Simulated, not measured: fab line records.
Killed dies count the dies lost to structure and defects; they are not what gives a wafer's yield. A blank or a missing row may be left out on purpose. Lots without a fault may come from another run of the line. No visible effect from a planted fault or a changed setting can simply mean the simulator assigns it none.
Struck lot and sound lot, side by side	flow nand harc	25 out of 1302 route steps
Sound: the wafers L778.3, L778.4, L778.6. Wafers L772.3, L772.4, L772.5 were the ones struck. Last of all comes the cause.
Each step with rows lists, per side, the tool, then ch with its chambers, then its first start. Under that, the readings that differ: sound wafers	struck wafers	difference of the means	sigmas: that difference in standard deviations of wafers without a fault.
alike: words and numbers the same on both sides, and readings whose means are apart by under 2 such deviations; not compared: readings that were withheld, readings missing a value for some wafer, numbers with overlapping values and no deviation given by the record, and bounds like >300 which may hide the same value.
Wherever a step has rows on one side only, a row that says differs or no value, or a row with sigmas, the two part there. Non-overlapping numbers with no deviation appear without sigmas and do not part them. Lack of a reading on every wafer of one side parts them only where that side has two or more wafers.

NHARC_A_BLC_STRIP_29: strips in CF4.
  sound on rie diel-09 ch 0,3, day 28 21:00; struck on rie diel-13 ch 1,2, day 26 05:43
  alike: drypump motor current A, oes product au, rf vpp V, showerhead plenum p Torr, throttle valve pct
  not compared: rf hours counter h
then, 4 steps without rows for these wafers: NHARC_A_BLC_STRIP_21 (strips in O2); NHARC_A_BLC_STRIP_22 (strips in post etch residue remover, time 600 s); NHARC_A_BLC_DEGAS_30 (time 60 s); NHARC_A_BLC_PRE_CLEAN_31 (time 15 s).
NHARC_A_BLC_PVD_32: deposits Ti, target thk 5 nm, time 17.7 s.
  sound on pvd sputter-02; struck on pvd sputter-01
  alike: throttle valve pct
NHARC_A_BLC_ALD_23: deposits TiN, target thk 3 nm, pulse time 1 s, ald cycles 150.
  sound on ald metal-01 ch 0,1,2, day 28 21:46; struck on ald metal-03 ch 0,2, day 26 06:32
  alike: heater power outer w, heater power w, precursor pulse height rel, susceptor temp C
  not compared: since wet clean h
NHARC_A_BLC_CVD_24: deposits W, target thk 150 nm, time 434 s.
  sound: cvd w-02 ch 0,1; struck: cvd w-01 ch 0,1
reading	sound	struck	difference	sigmas
susceptor temp C (C)	- - -	299.99 300.26 300.21	no value on the sound wafers	
  alike: heater power outer w, heater power w, throttle valve pct
  not compared: since wet clean h
NHARC_A_BLC_CMP_25: polishes, t overpolish 30 s, target thk 150 nm.
  sound on cmp-03 ch 0,2,3, day 28 22:31; struck on cmp-01 ch 0,3, day 26 07:15
  alike: motor current A, overpolish run s, time to endpoint s
  not compared: pad life wafers
following that, these wafers have no rows for 1 step: NHARC_A_BLC_SRD_27.
NHARC_A_BLC_INSPECT_28:
  sound on defect inspect-02, day 28 22:53; struck on defect inspect-02, day 26 07:39
  alike: raw defect count
NHARC_A_M0_DEP_00: deposits SiOC, target thk 150 nm.
  sound on pecvd-03 ch 0,2, day 28 23:00; struck on pecvd-03 ch 0,2, day 26 07:49
  not compared: since wet clean h
then, 9 steps without rows for these wafers: NHARC_A_M0_DEHYDRATE_01 (time 120 s); NHARC_A_M0_HMDS_02 (time 30 s); NHARC_A_M0_COAT_33 (time 65 s); NHARC_A_M0_COAT_03 (resist thk 90 nm); NHARC_A_M0_SOFTBAKE_04 (time 55 s); NHARC_A_M0_EBR_05; NHARC_A_M0_EXPOSE_06 (exposes mask A M0, target cd 80 nm); NHARC_A_M0_PEB_07 (peb time 65 s); NHARC_A_M0_DEVELOP_08 (develop time 35 s).
NHARC_A_M0_CD_MEAS_09 targets a cd of 80 nm.
  sound on cd sem-02 ch 0, day 28 23:47; struck on cd sem-02 ch 0, day 26 08:26
  alike: cd nm
NHARC_A_M0_OVL_MEAS_10: pitch 160 nm.
  sound on overlay-01, day 28 23:53; struck on overlay-02, day 26 08:31
  alike: overlay x nm, overlay y nm
NHARC_A_M0_INSPECT_11:
  sound on defect inspect-01, day 28 23:55; struck on defect inspect-02, day 26 08:43
reading	sound	struck	difference	sigmas
raw defect count	65 87 64	847 876 859	+789	+27
  not compared: hold
-- break in the record here, with 6 days between the starts of the struck wafers on either side (left off in module A_M0, picked up again in module END, where the first step shown is number 1302 on the route) --
NHARC_END_SORT_01:
  sound on prober-02 ch 0, day 33 10:13; struck on prober-01 ch 0, day 32 08:27
reading	sound	struck	difference	sigmas
defect limited yield (%)	91.6 93.1 91.6	83.2 90.3 81.8	-7.0	-3
killed at array	49 44 53	111 56 121	+47	+3
killed dies	57 47 57	114 66 123	+47	+3
sort_bin_2_pct (%)	2.2 1.6 3.2	7.2 3.4 8.1	+3.9	+4
sort_bin_3_pct (%)	0.7 1.2 0.3	4.1 1.8 4.7	+2.8	+8
sort n pass	620 630 620	563 611 554	-47	-3
sort yield pct (%)	91.6 93.1 91.6	83.2 90.3 81.8	-7.0	-3
  alike: killed at other, killed at periphery, killed open, killed short, sort_bin_4_pct, sort rim yield pct

WHERE THEY PART
Last at NHARC_END_SORT_01 as far as this record goes, first at NHARC_A_BLC_CVD_24.

WHY: whatever the simulator had introduced
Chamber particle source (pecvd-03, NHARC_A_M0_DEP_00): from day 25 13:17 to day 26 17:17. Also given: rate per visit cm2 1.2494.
